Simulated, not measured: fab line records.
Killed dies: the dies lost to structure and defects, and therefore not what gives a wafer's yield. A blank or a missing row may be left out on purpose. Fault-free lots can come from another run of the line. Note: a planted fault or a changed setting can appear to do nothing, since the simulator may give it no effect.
Comparing a struck lot with a sound one | flow n5_finfet | 37 out of 1938 route steps
Sound: wafers L579.3, L579.5, L579.6. Struck: wafer L572.6. (L572.1, L572.3 of the same lot were not struck and are left out.) The cause comes at the end.
At each step with rows: each side's tool, then ch and its chambers, then its first start. Under that, the readings that differ: sound wafers | struck wafers | difference of the means | sigmas: that difference in standard deviations of wafers without a fault.
alike: readings whose means differ by less than 2 such deviations, and words and numbers that are the same on both sides. not compared: withheld readings, readings that some wafer has no value for, bounds like >300 that may hide the same value, and numbers for which the record gives no deviation and whose values overlap.
A row with sigmas, a row that says differs or no value, or rows on one side alone: a step with any of these is where the two part. Non-overlapping numbers with no deviation appear without sigmas and do not part them. A reading missing from all wafers of one side parts the sides only when that side holds two or more wafers.

first, 9 steps without rows for these wafers: N5_BEOL_M4_ANNEAL_95 (time 240 s); N5_BEOL_M4_SPUTTER_96 (material Cu, target thk 4.5 nm, time 8.29 s); N5_BEOL_M4_ECD_50 (material Cu, target thk 300 nm); N5_BEOL_M4_ANNEAL_51 (time 90 s); N5_BEOL_M4_CMP_52 (polishes, stops on SiOC, t overpolish 6.8 s, target thk 40 nm); N5_BEOL_M4_PRE_CLEAN_60 (time 15 s); N5_BEOL_M4_CO_CAP_55 (material Co, precursor CCTBA/H2, target thk 2 nm, time 102.1 s); N5_BEOL_M4_PRE_CLEAN_56 (time 15 s); N5_BEOL_M4_DEP_57 (deposits SiCN from 3MS/NH3, target thk 8 nm, time 14 s).
N5_BEOL_M4_RC_MEAS_101:
  sound on prober-02 ch 0, day 16 15:40; struck on prober-01 ch 0, day 15 06:26
  reading        | sound          | struck | difference | sigmas
  IOFF_P (nA/um) | 0.27 0.29 0.34 | 0.44   | +0.14      | +2
  alike: DIBL_N, DIBL_P, IOFF_N, ION_N, ION_P, SS_N, SS_P, VT_N, VT_P
then, 24 steps without rows for these wafers: N5_BEOL_M5_ILD_DEP_00 (deposits SiCOH lowk from DEMS/porogen, target thk 140.64 nm, time 25.9 s); N5_BEOL_M5_CURE_79 (cures SiCOH lowk, time 240 s); N5_BEOL_M5_PECVD_70 (deposits SiO2 from TEOS/O2, target thk 16 nm, time 18 s); N5_BEOL_M5_HM_DEP_02 (deposits TiN, target thk 20 nm); N5_BEOL_M5_COAT_59 (time 60 s, resist thk 60 nm); N5_BEOL_M5_COAT_60 (time 60 s, resist thk 12 nm); N5_BEOL_M5_COAT_71 (time 60 s, resist thk 5 nm); N5_BEOL_M5_COAT_05 (resist thk 30 nm); N5_BEOL_M5_EBR_07; N5_BEOL_M5_SOFTBAKE_06 (time 60 s); N5_BEOL_M5_EXPOSE_08 (exposes mask M5, target cd 28 nm); N5_BEOL_M5_PEB_09 (peb time 60 s); N5_BEOL_M5_DEVELOP_10 (develop time 30 s); N5_BEOL_M5_DESCUM_16 (chemistry O2, time 7 s); N5_BEOL_M5_ETCH_72 (etches underlayer in N2/H2, target depth 6.5 nm, time 5.2 s); N5_BEOL_M5_ETCH_61 (etches SiARC in CF4, target depth 15.6 nm, time 26 s); N5_BEOL_M5_ETCH_62 (etches SOC in N2/H2, target depth 75 nm, overetch 15 nm, time 112.5 s); N5_BEOL_M5_STRIP_63 (strips in N2/H2); N5_BEOL_M5_STRIP_73 (strips in N2/H2); N5_BEOL_M5_STRIP_64 (strips in CF4); N5_BEOL_M5_HM_OPEN_17 (chemistry Cl2/BCl3, target TiN, target depth 20 nm, overetch 6 nm); N5_BEOL_M5_STRIP_19 (strips in O2); N5_BEOL_M5_COAT_65 (time 60 s, resist thk 60 nm); N5_BEOL_M5_COAT_66 (time 60 s, resist thk 12 nm).
-- a jump in the record: the struck wafers' starts before and after are 3 days apart (it breaks off in module BEOL_M5 and resumes in module BEOL_M14, where the first step shown is number 1764 of the route) --
N5_BEOL_M14_SPUTTER_45: material Cu, target thk 100 nm, time 16.67 s.
  struck on pvd_sputter-02, day 18 17:47; sound on pvd_sputter-03, day 19 22:50
  alike: substrate_temp_c, throttle_valve_pct
N5_BEOL_M15_RC_MEAS_101:
  sound on prober-01 ch 0, day 20 05:34; struck on prober-01 ch 0, day 19 01:04
  reading       | sound                   | struck  | difference | sigmas
  COMB_M7 (S/m) | 2.9e-11 3.2e-11 2.8e-11 | 1.8e-11 | -1.2e-11   | -2
  alike: COMB_M10, COMB_M11, COMB_M12, COMB_M13, COMB_M14, COMB_M15, COMB_M5, COMB_M6, COMB_M8, COMB_M9, SERP_M10, SERP_M11, SERP_M12, SERP_M13, SERP_M14, SERP_M5, SERP_M6, SERP_M7, SERP_M7_max_site, SERP_M8, SERP_M9
  not compared: SERP_M14_max_site
N5_PASSIVATION_PROBE_49:
  struck on prober-01, day 19 17:22; sound on prober-01, day 20 21:15
  reading                  | sound          | struck | difference | sigmas
  defect_limited_yield (%) | 90.8 89.7 91.6 | 75.2   | -15.5      | -11
  killed_at_M4_up          | 18 23 15       | 208    | +189       | +36
  killed_dies              | 109 122 99     | 293    | +183       | +11
  killed_on_rim            | 15 15 16       | 50     | +35        | +9
  sort_bin_4_leakage (%)   | 0 0 0          | 0.68   | +0.68      | +2
  sort_bin_5_function (%)  | 6.1 6.2 5.7    | 14.8   | +8.8       | +9
  sort_bin_6_memory (%)    | 3.1 3.6 2.3    | 9.7    | +6.7       | +10
  sort_n_pass              | 1071 1058 1081 | 879    | -191       | -10
  sort_yield_pct (%)       | 90.8 89.7 91.6 | 74.5   | -16.2      | -10
  alike: killed_at_M0_to_M3, killed_at_contacts, killed_at_front_end, killed_at_other, killed_open, killed_short

== WHERE THEY PART ==
At N5_BEOL_M4_RC_MEAS_101 first; at N5_PASSIVATION_PROBE_49 last (within this record only).

WHY: what had been put in by the simulator
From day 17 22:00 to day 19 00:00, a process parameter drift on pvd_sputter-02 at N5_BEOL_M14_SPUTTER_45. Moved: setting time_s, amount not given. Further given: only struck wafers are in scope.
